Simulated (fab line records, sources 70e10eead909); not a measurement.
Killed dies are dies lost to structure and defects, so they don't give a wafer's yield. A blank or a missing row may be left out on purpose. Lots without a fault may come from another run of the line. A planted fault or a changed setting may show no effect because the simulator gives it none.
Which tool did it? | flow nand_harc | 14 lots, 42 wafers sampled, at 5 steps of a route of 1302

WHAT THE GAUGES READ, wafer by wafer
NHARC_P_CONTACT_CD_MEAS_12: target cd 90 nm. Usual: cd_nm 89.8 nm, standard deviation 0.94.
lot  | measured     | on        | cd_nm (nm)     | flag
L582 | day 6 05:40  | cd_sem-02 | 89.7 89.3 89.0 |
L583 | day 6 21:20  | cd_sem-02 | 88.3 89.2 88.6 |
L585 | day 7 15:42  | cd_sem-01 | 88.2 88.5 89.5 |
L589 | day 9 08:49  | cd_sem-01 | 97.9 89.1 89.7 |
L591 | day 9 22:01  | cd_sem-02 | 90.2 96.6 89.6 |
L593 | day 10 15:32 | cd_sem-01 | 88.9 90.6 89.6 |
L594 | day 11 09:21 | cd_sem-03 | 89.0 90.7 88.5 |
L596 | day 11 23:33 | cd_sem-02 | 89.7 88.9 88.6 |
L597 | day 12 14:15 | cd_sem-03 | 89.5 90.5 90.7 |
L598 | day 12 18:29 | cd_sem-03 | 89.2 88.8 88.6 |
L599 | day 13 10:23 | cd_sem-01 | 90.9 90.6 91.2 |
L601 | day 14 06:22 | cd_sem-02 | 90.2 89.2 89.1 |
L603 | day 15 07:31 | cd_sem-02 | 88.4 89.7 89.8 |
L604 | day 15 16:55 | cd_sem-01 | 89.5 91.1 90.3 |

NHARC_P_CONTACT_OVL_MEAS_13. Usual: overlay_x_nm -0.2 nm, standard deviation 0.73; overlay_y_nm -0.1 nm, standard deviation 0.72.
lot  | measured     | on         | overlay_x_nm (nm) | overlay_y_nm (nm) | flag
L582 | day 6 05:45  | overlay-01 | 0.2 0.0 -0.3      | 0.3 -0.1 0.3      |
L583 | day 6 21:26  | overlay-02 | -0.5 -0.7 -0.6    | -0.3 0.4 -0.3     |
L585 | day 7 15:47  | overlay-02 | 0.4 0.8 0.3       | -0.9 -0.5 -0.9    |
L589 | day 9 08:55  | overlay-02 | -0.3 -0.5 -0.2    | -0.7 -0.5 -1.1    |
L591 | day 9 22:06  | overlay-01 | -0.8 -1.3 -0.8    | 0.0 -0.2 0.0      |
L593 | day 10 15:38 | overlay-02 | -1.0 0.1 -0.8     | -0.2 -0.5 -0.3    |
L594 | day 11 09:26 | overlay-02 | -1.4 -1.2 -1.0    | 0.8 0.6 0.5       |
L596 | day 11 23:38 | overlay-01 | 0.6 1.0 1.5       | 0.0 0.2 -0.7      |
L597 | day 12 14:20 | overlay-02 | 0.3 0.5 0.9       | 1.3 1.5 1.0       |
L598 | day 12 18:35 | overlay-02 | -1.4 -1.3 -1.1    | -0.1 -0.1 -0.4    |
L599 | day 13 10:28 | overlay-01 | -0.2 0.0 0.0      | -0.6 -0.5 -0.2    |
L601 | day 14 06:27 | overlay-01 | 0.7 0.3 0.4       | -1.4 -1.3 -0.7    |
L603 | day 15 07:36 | overlay-02 | -0.9 -0.8 -0.8    | 0.9 0.8 1.0       |
L604 | day 15 17:00 | overlay-01 | 1.0 1.2 0.9       | -1.4 -1.1 -1.5    |

NHARC_P_CONTACT_CD_MEAS_19. Usual: cd_nm 89.1 nm, standard deviation 2.
lot  | measured     | on        | cd_nm (nm)     | flag
L582 | day 6 06:44  | cd_sem-01 | 89.8 86.1 89.7 |
L583 | day 6 22:34  | cd_sem-02 | 86.6 87.4 84.7 |
L585 | day 7 16:46  | cd_sem-03 | 90.9 85.6 90.7 |
L589 | day 9 09:53  | cd_sem-01 | 94.4 85.7 86.2 |
L591 | day 9 23:04  | cd_sem-02 | 88.0 98.5 89.9 |
L593 | day 10 16:36 | cd_sem-03 | 90.6 89.4 88.5 |
L594 | day 11 10:24 | cd_sem-02 | 90.5 91.3 90.2 |
L596 | day 12 00:36 | cd_sem-02 | 88.5 90.3 90.3 |
L597 | day 12 15:19 | cd_sem-01 | 89.2 86.9 88.9 |
L598 | day 12 19:33 | cd_sem-03 | 91.1 89.0 88.3 |
L599 | day 13 11:35 | cd_sem-02 | 90.9 90.7 92.5 |
L601 | day 14 07:25 | cd_sem-03 | 87.7 91.3 89.4 |
L603 | day 15 08:35 | cd_sem-03 | 89.6 90.1 88.7 |
L604 | day 15 18:07 | cd_sem-03 | 88.6 91.3 84.8 |

WHICH TOOL RAN EACH LOT (tool, then ch and the chambers of the sampled wafers, then the start)
lot  | NHARC_P_GATE_STRIP_95                | NHARC_P_CONTACT_PEB_10
L582 | plasma_asher-01 ch 0,1, day 6 02:08  | litho_track-01 ch 0, day 6 05:35
L583 | plasma_asher-01 ch 0,1, day 6 17:53  | litho_track-06 ch 0, day 6 21:16
L585 | plasma_asher-02 ch 0,1, day 7 12:24  | litho_track-06 ch 0, day 7 15:37
L589 | plasma_asher-01 ch 0,1, day 9 05:20  | litho_track-06 ch 0, day 9 08:44
L591 | plasma_asher-02 ch 0,1, day 9 18:23  | litho_track-06 ch 0, day 9 21:56
L593 | plasma_asher-01 ch 0,1, day 10 12:07 | litho_track-01 ch 0, day 10 15:28
L594 | plasma_asher-01 ch 0,1, day 11 05:38 | litho_track-01 ch 0, day 11 09:16
L596 | plasma_asher-02 ch 0, day 11 19:59   | litho_track-01 ch 0, day 11 23:28
L597 | plasma_asher-01 ch 1, day 12 10:48   | litho_track-06 ch 0, day 12 14:10
L598 | plasma_asher-01 ch 0,1, day 12 15:09 | litho_track-06 ch 0, day 12 18:25
L599 | plasma_asher-01 ch 0,1, day 13 06:50 | litho_track-04 ch 0, day 13 10:18
L601 | plasma_asher-01 ch 0,1, day 14 02:51 | litho_track-06 ch 0, day 14 06:17
L603 | plasma_asher-01 ch 0,1, day 15 04:13 | litho_track-06 ch 0, day 15 07:26
L604 | plasma_asher-02 ch 0,1, day 15 13:37 | litho_track-04 ch 0, day 15 16:50
- NHARC_P_GATE_STRIP_95: strips in O2.
- NHARC_P_CONTACT_PEB_10: peb time 65 s.

WHAT THE TOOLS THEMSELVES READ (means of the sampled wafers that have a number; where no wafer has one, the mark that the record gives instead)
NHARC_P_GATE_STRIP_95. Usual: drypump_motor_current_A 5.7 A, standard deviation 0.65; heater_power_w 333 W, standard deviation 18.
lot  | tool            | drypump_motor_current_A (A) | heater_power_w (W) | flag
L582 | plasma_asher-01 | 5.6                         | 331                |
L583 | plasma_asher-01 | 6.1                         | 349                |
L585 | plasma_asher-02 | 5.6                         | 325                |
L589 | plasma_asher-01 | 5.6                         | 324                |
L591 | plasma_asher-02 | 5.4                         | 328                |
L593 | plasma_asher-01 | 5.6                         | 327                |
L594 | plasma_asher-01 | 5.6                         | 327                |
L596 | plasma_asher-02 | 5.9                         | 319                |
L597 | plasma_asher-01 | 5.1                         | 317                |
L598 | plasma_asher-01 | 5.6                         | 330                |
L599 | plasma_asher-01 | 6.1                         | 337                |
L601 | plasma_asher-01 | 5.6                         | 327                |
L603 | plasma_asher-01 | 5.6                         | 330                |
L604 | plasma_asher-02 | 5.6                         | 327                |

THE ANSWER, worked out from the rows above alone
Rule: a lot is off if the mean of its wafers that have a number lies more than 3 standard deviations from the usual mean. A lot without any number at a reading at which 4 lots or more have one is off too. The other lots that the step has rows for count as sound. The gauges are gone through in route order, then the tools' own readings, and for those a lot's mean is taken as printed above. The first step at which some lot is off is used, and at that step the reading that is off furthest; a lot without a number counts as furthest.
No lot is off at any reading shown: from this, nothing can be told.

WHAT THE SIMULATOR HAD PUT IN
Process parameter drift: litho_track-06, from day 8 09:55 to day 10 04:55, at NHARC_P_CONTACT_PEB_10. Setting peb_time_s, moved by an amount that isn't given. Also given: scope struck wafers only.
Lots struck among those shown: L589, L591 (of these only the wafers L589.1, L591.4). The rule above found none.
